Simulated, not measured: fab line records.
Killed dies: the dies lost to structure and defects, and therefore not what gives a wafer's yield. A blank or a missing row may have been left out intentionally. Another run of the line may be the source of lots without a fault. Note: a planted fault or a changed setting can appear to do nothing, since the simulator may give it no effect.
A lot that was struck, set against a sound lot	flow n5-finfet	40 out of 1938 route steps
Sound: wafers L282.1, L282.4, L282.6. Struck: wafer L273.1 (L273.3, L273.6, from the same lot, were not struck and are left out); the cause is given at the end.
For every step that has rows: the tool of each side, followed by ch and its chambers, followed by its first start. Under that, the readings that differ: sound wafers	struck wafers	difference of the means	sigmas: that difference in standard deviations of wafers without a fault.
alike: readings with means less than 2 such deviations apart, plus words and numbers identical on both sides. not compared: withheld readings, readings lacking a value on some wafer, bounds such as >300 that could conceal the same value, and numbers that have no deviation in the record and whose values overlap.
Wherever a step has rows on one side only, a row that says differs or no value, or a row with sigmas, the two part there. When numbers do not overlap yet have no deviation, they are printed without sigmas and do not part them. A reading missing from all wafers of one side parts the sides only when that side holds two or more wafers.

first, 11 steps without rows for these wafers: N5_HKMG_FIN_STRIP_60 (strips in N2/H2, time 360 s); N5_HKMG_FIN_WET_ETCH_77 (etches La2O3 in dHCl, stops on HfO2, target depth 2 nm); N5_HKMG_FIN_WET_ETCH_78 (etches Al2O3 in dNH4OH, stops on La2O3, target depth 4.5 nm, rinse time 30 s); N5_HKMG_FIN_ALD_79 (deposits TiN, target thk 1.5 nm, pulse time 1 s, purge time 3 s); N5_HKMG_FIN_CVD_62 (deposits a-Si from Si2H6, target thk 3 nm, time 20.8 s); N5_HKMG_FIN_RTA_80 (time 2 s); N5_HKMG_FIN_PRECLEAN_64 (cleans in dHF, time 30 s); N5_HKMG_FIN_WET_ETCH_65 (etches a-Si in TMAH, stops on TiN, time 49 s, target depth 3 nm); N5_HKMG_FIN_WET_ETCH_81 (etches TiN in SC1, stops on HfO2, time 57 s, target depth 6 nm); N5_HKMG_FIN_WET_ETCH_82 (etches La2O3 in dHCl, stops on HfO2, target depth 2 nm, rinse time 30 s); N5_HKMG_FIN_ALD_36 (deposits TiN, target thk 1 nm, pulse time 1 s, purge time 3 s).
N5_HKMG_FIN_PWFM_ALD_03: deposits TiN, target thk 2 nm, pulse time 1 s, purge time 3 s.
  sound on ald-metal-03 ch 0,1,3, day 7 17:46; struck on ald-metal-01 ch 2, day 5 06:22
reading	sound	struck	difference	sigmas
ald-cycles	91 91 91	46	-45	
model.TiN_of_HKMG_FIN_PWFM_ALD_03.thk-nm (nm)	2 2 2	1	-1	
  alike: heater-power-w, precursor-pulse-height-rel
then, 26 steps without rows for these wafers: N5_HKMG_FIN_COAT_29 (time 60 s, resist thk 300 nm); N5_HKMG_FIN_COAT_30 (time 60 s, resist thk 35 nm); N5_HKMG_FIN_COAT_06 (resist thk 90 nm); N5_HKMG_FIN_EBR_08; N5_HKMG_FIN_SOFTBAKE_07 (time 60 s); N5_HKMG_FIN_EXPOSE_09 (exposes mask NWFM); N5_HKMG_FIN_PEB_10 (peb time 60 s); N5_HKMG_FIN_DEVELOP_11 (develop time 30 s); N5_HKMG_FIN_DESCUM_17 (chemistry O2, time 7.9 s); N5_HKMG_FIN_ETCH_31 (etches SiARC in CF4, target depth 45.5 nm, time 75.8 s); N5_HKMG_FIN_ETCH_32 (etches SOC in N2/H2, target depth 240 nm, time 300 s); N5_HKMG_FIN_STRIP_33 (strips in N2/H2); N5_HKMG_FIN_STRIP_34 (strips in CF4); N5_HKMG_FIN_ETCH_35 (etches SOC in N2/H2, target depth 215.8 nm, time 243.4 s); N5_HKMG_FIN_STRIP_92 (strips SOC in N2/H2, time 20 s); N5_HKMG_FIN_WET_ETCH_18 (etches TiN in SC1, time 55 s, target depth 5.2 nm, rinse time 30 s); N5_HKMG_FIN_STRIP_19 (strips in N2/H2, time 360 s); N5_HKMG_FIN_ALD_91 (deposits TiN, target thk 1 nm, pulse time 1 s, purge time 3 s); N5_HKMG_FIN_COAT_85 (time 60 s, resist thk 300 nm); N5_HKMG_FIN_ETCH_86 (etches SOC in N2/H2, stops on TiN, target depth 393.2 nm); N5_HKMG_FIN_STRIP_89 (strips SOC in N2/H2, time 20 s); N5_HKMG_FIN_WET_ETCH_87 (etches TiN in SC1, time 154.2 s, target depth 4.7 nm, rinse time 30 s); N5_HKMG_FIN_STRIP_88 (strips in N2/H2, time 360 s); N5_HKMG_FIN_NWFM_ALD_20 (deposits TiAlC, target thk 2 nm, pulse time 3 s, purge time 2 s); N5_HKMG_FIN_ALD_71 (deposits TiN, target thk 1 nm, pulse time 1 s, purge time 3 s); N5_HKMG_FIN_COAT_66 (time 60 s, resist thk 300 nm).
-- a jump in the record: the struck wafers' starts before and after are 4 days apart (it breaks off in module HKMG_FIN and resumes in module BEOL_M4, where the first step shown is number 1111 of the route) --
N5_BEOL_M4_RC_MEAS_101:
  sound on prober-02 ch 0, day 11 21:25; struck on prober-02 ch 0, day 9 02:18
reading	sound	struck	difference	sigmas
IOFF_P (nA/um)	0.198 0.216 0.183	0.042	-0.157	-6
IOFF_P_85C (nA/um)	3.5 3.8 3.3	0.9	-2.6	-8
IOFF_P_LIN (nA/um)	0.095 0.099 0.089	0.021	-0.073	-8
IOFF_P_LONG (nA/um)	0.000108 0.000114 0.000112	5e-05	-6e-05	-7
ION_P (uA/um)	467 461 469	399	-67	-10
VT_P (mV)	-247.8 -251.8 -252.8	-295.1	-44.3	-16
VT_P_LONG (mV)	-273 -275 -271	-317	-44	-14
VT_P_LVT (mV)	-95.7 -96.7 -98.5	-143.8	-46.8	-17
  alike: DIBL_N, DIBL_P, IOFF_N, ION_N, SS_N, SS_P, VT_N
-- the record jumps here: 5 days lie between the struck wafers' starts before and after (it left off in module BEOL_M4 and takes up again in module PASSIVATION, whose first step shown is number 1936 of the route) --
N5_PASSIVATION_PROBE_49:
  sound on prober-01, day 16 04:10; struck on prober-01, day 14 05:56
reading	sound	struck	difference	sigmas
sort_bin_8_speed (%)	0 0 0	91.27	+91.27	+99 or more
sort-n-pass	1060 1065 1072	0	-1066	-71
sort-yield-pct (%)	89.8 90.3 90.8	0	-90	-69
  alike: defect-limited-yield, killed_at_M0_to_M3, killed_at_M4_up, killed-at-contacts, killed-at-front-end, killed-at-other, killed-dies, killed-open, killed-short, sort_bin_5_function, sort_bin_6_memory

WHERE THEY PART
Earliest at N5_BEOL_M4_RC_MEAS_101; latest, in this record, at N5_PASSIVATION_PROBE_49.

WHY: the cause the simulator had injected
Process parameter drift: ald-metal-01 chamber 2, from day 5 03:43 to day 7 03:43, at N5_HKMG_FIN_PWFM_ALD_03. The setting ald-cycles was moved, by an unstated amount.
